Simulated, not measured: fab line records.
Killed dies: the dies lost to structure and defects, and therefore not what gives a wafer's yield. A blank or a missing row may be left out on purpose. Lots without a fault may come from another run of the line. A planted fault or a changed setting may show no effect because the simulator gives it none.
Which of the tools did it? || flow n5_finfet || 12 lots, 36 wafers sampled, at 2 steps of a route of 1938

WHAT EACH GAUGE READ, for each wafer
N5_BEOL_M15_THK_MEAS_01.
{"lot": "L074", "measured": "day 11 13:11", "on": "film_metro-01", "M15_ILD_THK (nm)": "1629 1657 1681"}
{"lot": "L076", "measured": "day 11 17:08", "on": "film_metro-01", "M15_ILD_THK (nm)": "1608 1618 1648"}
{"lot": "L078", "measured": "day 12 06:23", "on": "film_metro-01", "M15_ILD_THK (nm)": "1624 1647 1626"}
{"lot": "L081", "measured": "day 12 21:59", "on": "film_metro-01", "M15_ILD_THK (nm)": "1653 1651 1678"}
{"lot": "L083", "measured": "day 13 05:11", "on": "film_metro-01", "M15_ILD_THK (nm)": "1592 1627 1633"}
{"lot": "L085", "measured": "day 13 22:16", "on": "film_metro-01", "M15_ILD_THK (nm)": "1632 1631 1640"}
{"lot": "L087", "measured": "day 15 05:03", "on": "film_metro-01", "M15_ILD_THK (nm)": "1598 1595 1654"}
{"lot": "L088", "measured": "day 15 08:31", "on": "film_metro-01", "M15_ILD_THK (nm)": "1566 1654 1641"}
{"lot": "L091", "measured": "day 15 17:52", "on": "film_metro-01", "M15_ILD_THK (nm)": "1619 1615 1656"}
{"lot": "L094", "measured": "day 16 10:41", "on": "film_metro-02", "M15_ILD_THK (nm)": "1634 1690 1647"}
{"lot": "L095", "measured": "day 16 15:03", "on": "film_metro-02", "M15_ILD_THK (nm)": "1627 1637 1632"}
{"lot": "L097", "measured": "day 17 23:17", "on": "film_metro-01", "M15_ILD_THK (nm)": "1575 1580 1598"}

WHAT TOOL EACH LOT RAN ON (gives the tool, then ch and the chambers of the sampled wafers, and finally the start)
{"lot": "L074", "N5_BEOL_M15_ILD_DEP_00": "pecvd-04 ch 1,2, day 11 12:56"}
{"lot": "L076", "N5_BEOL_M15_ILD_DEP_00": "pecvd-03 ch 0,1, day 11 16:53"}
{"lot": "L078", "N5_BEOL_M15_ILD_DEP_00": "pecvd-02 ch 0,2, day 12 06:08"}
{"lot": "L081", "N5_BEOL_M15_ILD_DEP_00": "pecvd-04 ch 0,1,2, day 12 21:44"}
{"lot": "L083", "N5_BEOL_M15_ILD_DEP_00": "pecvd-02 ch 0,1,2, day 13 04:56"}
{"lot": "L085", "N5_BEOL_M15_ILD_DEP_00": "pecvd-04 ch 0,1, day 13 22:01"}
{"lot": "L087", "N5_BEOL_M15_ILD_DEP_00": "pecvd-03 ch 0,1, day 15 04:35"}
{"lot": "L088", "N5_BEOL_M15_ILD_DEP_00": "pecvd-03 ch 0,1,2, day 15 08:16"}
{"lot": "L091", "N5_BEOL_M15_ILD_DEP_00": "pecvd-03 ch 0,2, day 15 17:36"}
{"lot": "L094", "N5_BEOL_M15_ILD_DEP_00": "pecvd-04 ch 0,1,2, day 16 10:26"}
{"lot": "L095", "N5_BEOL_M15_ILD_DEP_00": "pecvd-03 ch 0,1,2, day 16 14:48"}
{"lot": "L097", "N5_BEOL_M15_ILD_DEP_00": "pecvd-03 ch 0,2, day 17 23:02"}
- N5_BEOL_M15_ILD_DEP_00: deposits SiO2 from TEOS/O2, target thk 1629.3 nm, time 346.1 s.

THE ANSWER, worked out from the rows above alone
Rule: usual is defined by the lots themselves. Put in order of their means at a reading, lots are off if they are a third of the lots or fewer, leave a main group of 4 or more, and stand apart from it by a gap of 3 or more times the standard deviation of the main group's means; of several such gaps the widest counts. The tables above print the reading to a certain number of digits; a main group whose means all agree to those digits is not used. A lot without any number at a reading at which 4 lots or more have one is off too. All remaining lots with rows at the step are treated as sound.
No lot is off at any reading shown: from this, nothing can be told.

WHAT THE SIMULATOR HAD INSERTED
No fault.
